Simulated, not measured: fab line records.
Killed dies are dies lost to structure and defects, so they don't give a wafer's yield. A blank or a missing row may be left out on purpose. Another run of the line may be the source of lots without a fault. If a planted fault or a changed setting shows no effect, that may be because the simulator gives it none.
fab line records / flow n5-finfet / part 2 of 2: steps 23 to 31 of 31
[record] lots = 5 wafers = 15 last-day = 16
route steps=1938 shown BEOL_M12@1625
lots that met no fault: taken from a fault-free run of the same line
start-h: the number of hours between the record's first day and the start of the first shown wafer of the lot / wait-h: hours since the lot's step before / " same as the row above / L1.1+2: several wafers, shown together as one row / - value missing, or start not given / * or withheld: withheld / < > ~ a bound
route shown NAME@n: a module of which the file shows steps, and the number in the route of the first / usual: average and standard deviation across the fault-free wafers / same: alike in all rows / chamber/n: place in a boat / sites: the reading at each site / _std_site: how widely they spread, as a standard deviation / _edge_site: inner sites' mean taken away from outer sites' mean / radius-mm: how far each site lies from the wafer's centre / mask NAME#n: copy n / behind: tool/chamber where the wafer was last shaped / hold: the reason the lot was held/the length of the hold in hours/how it ended / device: transistor that didn't switch, given as n, p or np / end of line: the same wafers' tests at the end of the route / a step with no rows: only its recipe / killed: dies lost to structure and defects at the first sort, not the wafer's yield / map: the dies of a wafer, with x for killed, . for not killed, _ for no die there
set.NAME: the setting as run; set.NAME@STEP: as run at that earlier step / model.NAME: the simulator's own value behind a step, which no gauge read
lots seen at some steps along the route; tables by step, rows by wafer
services: a tool's chamber out of use, with start hour (start-h, from the record's first day; less than 0 if before it), hours out, and reason
[[steps]]
[step N5_BEOL_M12_PRE_CLEAN_42]
[recipe] gas = H2/He time-s = 30 temp-c = 250
[usual] heater-power-w = 324/28
lot.wafer=L078.3 tool=pvd-sputter-02 chamber=- start-h=247.49 wait-h=0.0 heater-power-w=358
lot.wafer=L078.4 tool=pvd-sputter-02 chamber=- start-h=247.49 wait-h=0.0 heater-power-w=336
lot.wafer=L078.5 tool=pvd-sputter-02 chamber=- start-h=247.49 wait-h=0.0 heater-power-w=284
lot.wafer=L076.1 tool=pvd-sputter-02 chamber=- start-h=247.81 wait-h=0.0 heater-power-w=304
lot.wafer=L076.3 tool=pvd-sputter-02 chamber=- start-h=247.81 wait-h=0.0 heater-power-w=347
lot.wafer=L076.4 tool=pvd-sputter-02 chamber=- start-h=247.81 wait-h=0.0 heater-power-w=288
lot.wafer=L085.2 tool=pvd-sputter-03 chamber=- start-h=296.67 wait-h=0.0 heater-power-w=310
lot.wafer=L085.4 tool=pvd-sputter-03 chamber=- start-h=296.67 wait-h=0.0 heater-power-w=334
lot.wafer=L085.5 tool=pvd-sputter-03 chamber=- start-h=296.67 wait-h=0.0 heater-power-w=317
lot.wafer=L090.1 tool=pvd-sputter-03 chamber=- start-h=332.47 wait-h=0.0 heater-power-w=326
lot.wafer=L090.3 tool=pvd-sputter-03 chamber=- start-h=332.47 wait-h=0.0 heater-power-w=318
lot.wafer=L090.4 tool=pvd-sputter-03 chamber=- start-h=332.47 wait-h=0.0 heater-power-w=283
lot.wafer=L092.1 tool=pvd-sputter-01 chamber=- start-h=344.61 wait-h=0.0 heater-power-w=376
lot.wafer=L092.4 tool=pvd-sputter-01 chamber=- start-h=344.61 wait-h=0.0 heater-power-w=351
lot.wafer=L092.6 tool=pvd-sputter-01 chamber=- start-h=344.61 wait-h=0.0 heater-power-w=303
[step N5_BEOL_M12_SPUTTER_43]
[recipe] material = TaN target-thk-a = 150 temp-c = 50 bias-v = 168.6 power-w = 15000 chamber-pressure-pa = 0.12 time-s = 24.19
[usual] throttle-valve-pct = 30.1/0.98
lot.wafer=L078.3 tool=pvd-sputter-02 chamber=- start-h=247.53 wait-h=0.0 throttle-valve-pct=29.5
lot.wafer=L078.4 tool=pvd-sputter-02 chamber=- start-h=247.53 wait-h=0.0 throttle-valve-pct=31.8
lot.wafer=L078.5 tool=pvd-sputter-02 chamber=- start-h=247.53 wait-h=0.0 throttle-valve-pct=30.6
lot.wafer=L076.1 tool=pvd-sputter-02 chamber=- start-h=247.85 wait-h=0.0 throttle-valve-pct=31.5
lot.wafer=L076.3 tool=pvd-sputter-02 chamber=- start-h=247.85 wait-h=0.0 throttle-valve-pct=29.7
lot.wafer=L076.4 tool=pvd-sputter-02 chamber=- start-h=247.85 wait-h=0.0 throttle-valve-pct=30.6
lot.wafer=L085.2 tool=pvd-sputter-03 chamber=- start-h=296.71 wait-h=0.0 throttle-valve-pct=30.0
lot.wafer=L085.4 tool=pvd-sputter-03 chamber=- start-h=296.71 wait-h=0.0 throttle-valve-pct=29.3
lot.wafer=L085.5 tool=pvd-sputter-03 chamber=- start-h=296.71 wait-h=0.0 throttle-valve-pct=30.1
lot.wafer=L090.1 tool=pvd-sputter-03 chamber=- start-h=332.51 wait-h=0.0 throttle-valve-pct=29.6
lot.wafer=L090.3 tool=pvd-sputter-03 chamber=- start-h=332.51 wait-h=0.0 throttle-valve-pct=28.6
lot.wafer=L090.4 tool=pvd-sputter-03 chamber=- start-h=332.51 wait-h=0.0 throttle-valve-pct=30.0
lot.wafer=L092.1 tool=pvd-sputter-01 chamber=- start-h=344.65 wait-h=0.0 throttle-valve-pct=31.6
lot.wafer=L092.4 tool=pvd-sputter-01 chamber=- start-h=344.65 wait-h=0.0 throttle-valve-pct=29.1
lot.wafer=L092.6 tool=pvd-sputter-01 chamber=- start-h=344.65 wait-h=0.0 throttle-valve-pct=31.2
[step N5_BEOL_M12_SPUTTER_44]
[recipe] material = Ta target-thk-a = 100 temp-c = 50 bias-v = 80 power-w = 15000 chamber-pressure-pa = 0.07 time-s = 16.13
[usual] throttle-valve-pct = 30.1/0.98
lot.wafer=L078.3 tool=pvd-sputter-02 chamber=- start-h=247.61 wait-h=0.0 throttle-valve-pct=29.8
lot.wafer=L078.4 tool=pvd-sputter-02 chamber=- start-h=247.61 wait-h=0.0 throttle-valve-pct=31.4
lot.wafer=L078.5 tool=pvd-sputter-02 chamber=- start-h=247.61 wait-h=0.0 throttle-valve-pct=30.4
lot.wafer=L076.1 tool=pvd-sputter-02 chamber=- start-h=247.93 wait-h=0.0 throttle-valve-pct=31.1
lot.wafer=L076.3 tool=pvd-sputter-02 chamber=- start-h=247.93 wait-h=0.0 throttle-valve-pct=29.8
lot.wafer=L076.4 tool=pvd-sputter-02 chamber=- start-h=247.93 wait-h=0.0 throttle-valve-pct=30.5
lot.wafer=L085.2 tool=pvd-sputter-03 chamber=- start-h=296.79 wait-h=0.0 throttle-valve-pct=30.3
lot.wafer=L085.4 tool=pvd-sputter-03 chamber=- start-h=296.79 wait-h=0.0 throttle-valve-pct=29.5
lot.wafer=L085.5 tool=pvd-sputter-03 chamber=- start-h=296.79 wait-h=0.0 throttle-valve-pct=30.2
lot.wafer=L090.1 tool=pvd-sputter-03 chamber=- start-h=332.59 wait-h=0.0 throttle-valve-pct=29.5
lot.wafer=L090.3 tool=pvd-sputter-03 chamber=- start-h=332.59 wait-h=0.0 throttle-valve-pct=28.2
lot.wafer=L090.4 tool=pvd-sputter-03 chamber=- start-h=332.59 wait-h=0.0 throttle-valve-pct=30.2
lot.wafer=L092.1 tool=pvd-sputter-01 chamber=- start-h=344.73 wait-h=0.0 throttle-valve-pct=31.3
lot.wafer=L092.4 tool=pvd-sputter-01 chamber=- start-h=344.73 wait-h=0.0 throttle-valve-pct=29.0
lot.wafer=L092.6 tool=pvd-sputter-01 chamber=- start-h=344.73 wait-h=0.0 throttle-valve-pct=31.1
[step N5_BEOL_M12_SPUTTER_45]
[recipe] material = Cu target-thk-a = 800 temp-c = -20 bias-v = 60 power-w = 26000 chamber-pressure-pa = 0.13 time-s = 13.33
[usual] throttle-valve-pct = 30.1/0.98
lot.wafer=L078.3 tool=pvd-sputter-02 chamber=- start-h=247.69 wait-h=0.0 throttle-valve-pct=29.6
lot.wafer=L078.4 tool=pvd-sputter-02 chamber=- start-h=247.69 wait-h=0.0 throttle-valve-pct=31.7
lot.wafer=L078.5 tool=pvd-sputter-02 chamber=- start-h=247.69 wait-h=0.0 throttle-valve-pct=30.6
lot.wafer=L076.1 tool=pvd-sputter-02 chamber=- start-h=248.01 wait-h=0.0 throttle-valve-pct=30.9
lot.wafer=L076.3 tool=pvd-sputter-02 chamber=- start-h=248.01 wait-h=0.0 throttle-valve-pct=29.5
lot.wafer=L076.4 tool=pvd-sputter-02 chamber=- start-h=248.01 wait-h=0.0 throttle-valve-pct=30.4
lot.wafer=L085.2 tool=pvd-sputter-03 chamber=- start-h=296.87 wait-h=0.0 throttle-valve-pct=29.9
lot.wafer=L085.4 tool=pvd-sputter-03 chamber=- start-h=296.87 wait-h=0.0 throttle-valve-pct=29.2
lot.wafer=L085.5 tool=pvd-sputter-03 chamber=- start-h=296.87 wait-h=0.0 throttle-valve-pct=30.4
lot.wafer=L090.1 tool=pvd-sputter-03 chamber=- start-h=332.67 wait-h=0.0 throttle-valve-pct=29.7
lot.wafer=L090.3 tool=pvd-sputter-03 chamber=- start-h=332.67 wait-h=0.0 throttle-valve-pct=28.5
lot.wafer=L090.4 tool=pvd-sputter-03 chamber=- start-h=332.67 wait-h=0.0 throttle-valve-pct=30.0
lot.wafer=L092.1 tool=pvd-sputter-01 chamber=- start-h=344.81 wait-h=0.0 throttle-valve-pct=31.4
lot.wafer=L092.4 tool=pvd-sputter-01 chamber=- start-h=344.81 wait-h=0.0 throttle-valve-pct=29.3
lot.wafer=L092.6 tool=pvd-sputter-01 chamber=- start-h=344.81 wait-h=0.0 throttle-valve-pct=31.1
[step N5_BEOL_M12_ECD_47]
[recipe] material = Cu target-thk-a = 7200
lot.wafer=L078.3+4+5 tool=ecd-cu-02 chamber=0,1,1 start-h=247.85 wait-h=0.1
lot.wafer=L076.1+3+4 tool=ecd-cu-01 chamber=0,0,1 start-h=248.13 wait-h=0.1
lot.wafer=L085.2+4+5 tool=ecd-cu-01 chamber=1 start-h=296.99 wait-h=0.1
lot.wafer=L090.1+3+4 tool=ecd-cu-02 chamber=1,1,0 start-h=332.79 wait-h=0.1
lot.wafer=L092.1+4+6 tool=ecd-cu-01 chamber=1,1,0 start-h=344.93 wait-h=0.1
[step N5_BEOL_M12_ANNEAL_48]
[recipe] temp-c = 225 time-s = 90 ambient = N2
[usual] wafer_temp_C_max = 225.9/0.34
lot.wafer=L078.3 tool=rtp-anneal-02 chamber=0 start-h=248.04 wait-h=0.2 wafer_temp_C_max=226.7
lot.wafer=L078.4 tool=rtp-anneal-02 chamber=0 start-h=248.04 wait-h=0.2 wafer_temp_C_max=226.4
lot.wafer=L078.5 tool=rtp-anneal-02 chamber=0 start-h=248.04 wait-h=0.2 wafer_temp_C_max=226.2
lot.wafer=L076.1 tool=rtp-anneal-01 chamber=0 start-h=248.27 wait-h=0.1 wafer_temp_C_max=225.9
lot.wafer=L076.3 tool=rtp-anneal-01 chamber=0 start-h=248.27 wait-h=0.1 wafer_temp_C_max=225.6
lot.wafer=L076.4 tool=rtp-anneal-01 chamber=0 start-h=248.27 wait-h=0.1 wafer_temp_C_max=225.7
lot.wafer=L085.2 tool=rtp-anneal-02 chamber=0 start-h=297.18 wait-h=0.1 wafer_temp_C_max=225.8
lot.wafer=L085.4 tool=rtp-anneal-02 chamber=0 start-h=297.18 wait-h=0.1 wafer_temp_C_max=226.5
lot.wafer=L085.5 tool=rtp-anneal-02 chamber=0 start-h=297.18 wait-h=0.1 wafer_temp_C_max=226.0
lot.wafer=L090.1 tool=rtp-anneal-02 chamber=0 start-h=333.79 wait-h=1.0 wafer_temp_C_max=226.1
lot.wafer=L090.3 tool=rtp-anneal-02 chamber=0 start-h=333.79 wait-h=1.0 wafer_temp_C_max=226.3
lot.wafer=L090.4 tool=rtp-anneal-02 chamber=0 start-h=333.79 wait-h=1.0 wafer_temp_C_max=226.0
lot.wafer=L092.1 tool=rtp-anneal-01 chamber=0 start-h=345.07 wait-h=0.1 wafer_temp_C_max=225.9
lot.wafer=L092.4 tool=rtp-anneal-01 chamber=0 start-h=345.07 wait-h=0.1 wafer_temp_C_max=225.7
lot.wafer=L092.6 tool=rtp-anneal-01 chamber=0 start-h=345.07 wait-h=0.1 wafer_temp_C_max=225.9
[step N5_BEOL_M12_CMP_49]
[recipe] stop-on = SiOC t-overpolish-s = 20.6 down-force-psi = 1 platen-rpm = 50 clearing-platen-down-force-psi = 1.5 clearing-platen-rpm = 50 post-cmp-clean = cu-alkaline target-thk-nm = 320 clearing-platen-pad-velocity-m-s = 0.99484 pad-velocity-m-s = 0.99484
[usual] barrier-field-endpoint-s = 30.7/1.1 clearing-platen-down-force-psi = 1.4998/0.0029 clearing-platen-rpm = 50.000/0.025 motor-current-A = 6.2/0.42 overpolish-run-s = 20.600/0.0093
[same] t-overpolish-s = 20.6
lot.wafer=L078.4 tool=cmp-04 chamber=0 start-h=248.25 wait-h=0.1 barrier-field-endpoint-s=30.8 clearing-platen-down-force-psi=1.4978 clearing-platen-rpm=49.930 motor-current-A=5.8 overpolish-run-s=20.601
lot.wafer=L078.3 tool=cmp-04 chamber=2 start-h=248.25 wait-h=0.1 barrier-field-endpoint-s=29.8 clearing-platen-down-force-psi=1.5037 clearing-platen-rpm=50.028 motor-current-A=6.2 overpolish-run-s=20.603
lot.wafer=L078.5 tool=cmp-04 chamber=0 start-h=248.25 wait-h=0.1 barrier-field-endpoint-s=31.2 clearing-platen-down-force-psi=1.4990 clearing-platen-rpm=49.956 motor-current-A=5.9 overpolish-run-s=20.608
lot.wafer=L076.3 tool=cmp-04 chamber=2 start-h=248.61 wait-h=0.2 barrier-field-endpoint-s=28.9 clearing-platen-down-force-psi=1.4929 clearing-platen-rpm=50.004 motor-current-A=6.9 overpolish-run-s=20.602
lot.wafer=L076.4 tool=cmp-04 chamber=3 start-h=248.61 wait-h=0.2 barrier-field-endpoint-s=30.4 clearing-platen-down-force-psi=1.5028 clearing-platen-rpm=50.015 motor-current-A=5.5 overpolish-run-s=20.620
lot.wafer=L076.1 tool=cmp-04 chamber=0 start-h=248.61 wait-h=0.2 barrier-field-endpoint-s=31.1 clearing-platen-down-force-psi=1.4980 clearing-platen-rpm=50.036 motor-current-A=6.2 overpolish-run-s=20.590
lot.wafer=L085.2 tool=cmp-01 chamber=1 start-h=297.47 wait-h=0.2 barrier-field-endpoint-s=32.0 clearing-platen-down-force-psi=1.5001 clearing-platen-rpm=49.975 motor-current-A=7.0 overpolish-run-s=20.612
lot.wafer=L085.4 tool=cmp-01 chamber=3 start-h=297.47 wait-h=0.2 barrier-field-endpoint-s=31.5 clearing-platen-down-force-psi=1.5027 clearing-platen-rpm=49.981 motor-current-A=6.2 overpolish-run-s=20.596
lot.wafer=L085.5 tool=cmp-01 chamber=1 start-h=297.47 wait-h=0.2 barrier-field-endpoint-s=31.3 clearing-platen-down-force-psi=1.4975 clearing-platen-rpm=49.998 motor-current-A=7.0 overpolish-run-s=20.592
lot.wafer=L090.4 tool=cmp-04 chamber=1 start-h=334.11 wait-h=0.1 barrier-field-endpoint-s=31.6 clearing-platen-down-force-psi=1.5034 clearing-platen-rpm=50.048 motor-current-A=6.3 overpolish-run-s=20.603
lot.wafer=L090.3 tool=cmp-04 chamber=2 start-h=334.11 wait-h=0.1 barrier-field-endpoint-s=28.5 clearing-platen-down-force-psi=1.5007 clearing-platen-rpm=49.971 motor-current-A=6.5 overpolish-run-s=20.610
lot.wafer=L090.1 tool=cmp-04 chamber=0 start-h=334.11 wait-h=0.1 barrier-field-endpoint-s=29.9 clearing-platen-down-force-psi=1.4990 clearing-platen-rpm=49.965 motor-current-A=5.9 overpolish-run-s=20.583
lot.wafer=L092.1 tool=cmp-04 chamber=2 start-h=345.37 wait-h=0.3 barrier-field-endpoint-s=29.2 clearing-platen-down-force-psi=1.5054 clearing-platen-rpm=49.997 motor-current-A=6.9 overpolish-run-s=20.591
lot.wafer=L092.4 tool=cmp-04 chamber=0 start-h=345.37 wait-h=0.3 barrier-field-endpoint-s=30.0 clearing-platen-down-force-psi=1.4987 clearing-platen-rpm=49.973 motor-current-A=6.0 overpolish-run-s=20.596
lot.wafer=L092.6 tool=cmp-04 chamber=3 start-h=345.37 wait-h=0.3 barrier-field-endpoint-s=30.5 clearing-platen-down-force-psi=1.4970 clearing-platen-rpm=50.034 motor-current-A=5.8 overpolish-run-s=20.596
[step N5_BEOL_M12_THK_MEAS_50]
[recipe] thk-meas-gauge = xrf reads = Cu_of_BEOL_M12_ECD_47
[usual] M12_THK = 324/6.8
lot.wafer=L078.3 tool=film-metro-01 chamber=- start-h=248.54 wait-h=- M12_THK[nm]=333
lot.wafer=L078.4 tool=film-metro-01 chamber=- start-h=248.54 wait-h=- M12_THK[nm]=327
lot.wafer=L078.5 tool=film-metro-01 chamber=- start-h=248.54 wait-h=- M12_THK[nm]=334
lot.wafer=L076.1 tool=film-metro-01 chamber=- start-h=248.86 wait-h=- M12_THK[nm]=310
lot.wafer=L076.3 tool=film-metro-01 chamber=- start-h=248.86 wait-h=- M12_THK[nm]=325
lot.wafer=L076.4 tool=film-metro-01 chamber=- start-h=248.86 wait-h=- M12_THK[nm]=324
lot.wafer=L085.2 tool=film-metro-01 chamber=- start-h=297.72 wait-h=- M12_THK[nm]=325
lot.wafer=L085.4 tool=film-metro-01 chamber=- start-h=297.72 wait-h=- M12_THK[nm]=333
lot.wafer=L085.5 tool=film-metro-01 chamber=- start-h=297.72 wait-h=- M12_THK[nm]=326
lot.wafer=L090.1 tool=film-metro-01 chamber=- start-h=334.40 wait-h=- M12_THK[nm]=323
lot.wafer=L090.3 tool=film-metro-01 chamber=- start-h=334.40 wait-h=- M12_THK[nm]=319
lot.wafer=L090.4 tool=film-metro-01 chamber=- start-h=334.40 wait-h=- M12_THK[nm]=329
lot.wafer=L092.1 tool=film-metro-01 chamber=- start-h=345.66 wait-h=- M12_THK[nm]=328
lot.wafer=L092.4 tool=film-metro-01 chamber=- start-h=345.66 wait-h=- M12_THK[nm]=332
lot.wafer=L092.6 tool=film-metro-01 chamber=- start-h=345.66 wait-h=- M12_THK[nm]=329
[step N5_BEOL_M12_PRE_CLEAN_52]
[recipe] gas = NH3 time-s = 15 temp-c = withheld rf-power-w = 300
lot.wafer=L078.3 tool=pecvd-04 chamber=2 start-h=248.58 wait-h=0.0 since-wet-clean-h=380
lot.wafer=L078.4 tool=pecvd-04 chamber=2 start-h=248.58 wait-h=0.0 since-wet-clean-h=-
lot.wafer=L078.5 tool=pecvd-04 chamber=0 start-h=248.58 wait-h=0.0 since-wet-clean-h=-
lot.wafer=L076.1 tool=pecvd-02 chamber=0 start-h=248.90 wait-h=0.0 since-wet-clean-h=1315
lot.wafer=L076.3 tool=pecvd-02 chamber=2 start-h=248.90 wait-h=0.0 since-wet-clean-h=561
lot.wafer=L076.4 tool=pecvd-02 chamber=1 start-h=248.90 wait-h=0.0 since-wet-clean-h=-
lot.wafer=L085.2 tool=pecvd-02 chamber=1 start-h=297.76 wait-h=0.0 since-wet-clean-h=2089
lot.wafer=L085.4 tool=pecvd-02 chamber=0 start-h=297.76 wait-h=0.0 since-wet-clean-h=-
lot.wafer=L085.5 tool=pecvd-02 chamber=2 start-h=297.76 wait-h=0.0 since-wet-clean-h=-
lot.wafer=L090.1 tool=pecvd-01 chamber=1 start-h=334.44 wait-h=0.0 since-wet-clean-h=1582
lot.wafer=L090.3 tool=pecvd-01 chamber=2 start-h=334.44 wait-h=0.0 since-wet-clean-h=569
lot.wafer=L090.4 tool=pecvd-01 chamber=0 start-h=334.44 wait-h=0.0 since-wet-clean-h=-
lot.wafer=L092.1 tool=pecvd-01 chamber=0 start-h=345.70 wait-h=0.0 since-wet-clean-h=868
lot.wafer=L092.4 tool=pecvd-01 chamber=0 start-h=345.70 wait-h=0.0 since-wet-clean-h=-
lot.wafer=L092.6 tool=pecvd-01 chamber=1 start-h=345.70 wait-h=0.0 since-wet-clean-h=-
[[services]]
tool=krf-scanner-02 chamber=- start-h=219.35 hours=3.6 kind=pm
tool=cmp-01 chamber=- start-h=229.82 hours=3.5 kind=repair
tool=cmp-04 chamber=- start-h=231.46 hours=1.4 kind=repair
tool=rie-diel-04 chamber=- start-h=235.24 hours=2.8 kind=pm
tool=krf-scanner-02 chamber=- start-h=238.04 hours=0.8 kind=repair
tool=rie-diel-04 chamber=- start-h=240.99 hours=2.6 kind=repair
tool=pecvd-01 chamber=0 start-h=245.86 hours=8.9 kind=repair
tool=rie-diel-05 chamber=1 start-h=254.24 hours=8.0 kind=repair
tool=rie-diel-01 chamber=0 start-h=269.87 hours=1.4 kind=repair
tool=ecd-cu-02 chamber=- start-h=272.62 hours=4.4 kind=pm
tool=krf-scanner-02 chamber=- start-h=275.86 hours=0.5 kind=repair
tool=rie-diel-05 chamber=- start-h=282.41 hours=10.9 kind=repair
tool=cmp-04 chamber=- start-h=293.85 hours=7.3 kind=pm
tool=rie-diel-05 chamber=2 start-h=299.44 hours=23.6 kind=repair
tool=ecd-cu-01 chamber=- start-h=305.05 hours=3.3 kind=repair
tool=cmp-04 chamber=- start-h=306.09 hours=0.8 kind=repair
tool=cmp-04 chamber=- start-h=307.92 hours=2.7 kind=repair
tool=plasma-asher-02 chamber=- start-h=310.69 hours=15.2 kind=repair
tool=krf-scanner-02 chamber=- start-h=319.76 hours=1.0 kind=pm
tool=rie-diel-05 chamber=1 start-h=319.97 hours=6.9 kind=repair
tool=rie-diel-04 chamber=2 start-h=320.59 hours=4.6 kind=repair
tool=pecvd-02 chamber=- start-h=322.09 hours=5.5 kind=pm
tool=ecd-cu-02 chamber=- start-h=322.89 hours=4.8 kind=repair
tool=pecvd-02 chamber=- start-h=333.66 hours=1.2 kind=repair
